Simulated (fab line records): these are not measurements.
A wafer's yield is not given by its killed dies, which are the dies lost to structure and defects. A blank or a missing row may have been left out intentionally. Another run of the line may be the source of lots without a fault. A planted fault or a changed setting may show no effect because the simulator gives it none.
Matching of chambers | flow nandHarc | rieDiel-12 running NHARC_P_GATE_DESCUM_48: 4 sister chambers
The step chemistry O2, time 3 s. 18 wafers are shown with their chamber, then 9 later ones without.

## WAFERS, EACH WITH ITS CHAMBER
wafer  | chamber | showerheadPlenumPTorr (Torr) | oesProductAu (a.u.) | throttleValvePct (%)
L074.1 | 3       | 2.02                         | 0.996               | 11.304
L074.4 | 0       | 2.04                         | 0.998               | 11.309
L074.6 | 2       | 1.79                         | 1.000               | 11.306
L075.2 | 1       | 1.96                         | 1.000               | 11.311
L075.5 | 0       | 2.04                         | 0.989               | 11.295
L075.6 | 1       | 1.96                         | 1.005               | 11.322
L079.2 | 0       | 2.03                         | 0.996               | 11.306
L079.4 | 1       | 1.96                         | 1.005               | 11.326
L079.5 | 1       | 1.96                         | 1.007               | 11.296
L082.1 | 2       | 1.79                         | 0.978               | 11.321
L082.2 | 1       | 1.96                         | 1.001               | 11.306
L082.4 | 0       | 2.03                         | 0.982               | 11.318
L087.1 | 2       | 1.79                         | 0.991               | 11.318
L087.5 | 1       | 1.96                         | 1.011               | 11.306
L087.6 | 2       | 1.79                         | 0.997               | 11.322
L091.1 | 2       | 1.79                         | 1.014               | 11.326
L091.2 | 1       | 1.96                         | 1.009               | 11.309
L091.3 | 0       | 2.03                         | 0.996               | 11.319

SIGNATURES (averages over the wafers above)
reading               | chamber 0 | chamber 1 | chamber 2 | chamber 3 | scatter within a chamber
showerheadPlenumPTorr | 2.0340    | 1.9600    | 1.7900    | 2.0200    | 0.00293
oesProductAu          | 0.99220   | 1.00543   | 0.99600   | 0.99600   | 0.00829
throttleValvePct      | 11.30940  | 11.31086  | 11.31860  | 11.30400  | 0.00942
Rule: for a wafer and a chamber, the distance is found by dividing, reading by reading, the gap between the wafer's reading and the chamber's mean by the reading's scatter, squaring, summing and taking the root. The wafer belongs to the nearest chamber; if the next one is less than 2 further off, it can't be placed. How the scatter is found: for the shown wafers, subtract from each reading the mean of its chamber, square and add these, divide the total by (wafers less chambers), then take the root.

## WAFERS WHOSE CHAMBER IS MISSING
wafer  | showerheadPlenumPTorr (Torr) | oesProductAu (a.u.) | throttleValvePct (%)
L092.1 | 1.79                         | 1.006               | 11.299
L092.3 | 2.03                         | 0.993               | 11.292
L092.4 | 1.96                         | 0.999               | 11.298
L094.1 | 2.02                         | 0.989               | 11.326
L094.2 | 1.79                         | 0.999               | 11.310
L094.5 | 2.02                         | 1.008               | 11.298
L096.1 | 2.02                         | 0.987               | 11.306
L096.2 | 2.03                         | 0.979               | 11.297
L096.6 | 1.96                         | 0.999               | 11.292

## EACH ONE'S CHAMBER
wafer  | from the rows above     | in truth
L092.1 | 2                       | 2
L092.3 | can't be placed: 0 or 3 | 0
L092.4 | 1                       | 1
L094.1 | 3                       | 3
L094.2 | 2                       | 2
L094.5 | 3                       | 3
L096.1 | 3                       | 3
L096.2 | can't be placed: 0 or 3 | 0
L096.6 | 1                       | 1
Placed correctly: 7 of 9. Not placeable from these rows: 2 (in 2, the candidates include the true chamber). Placed wrongly: 0.
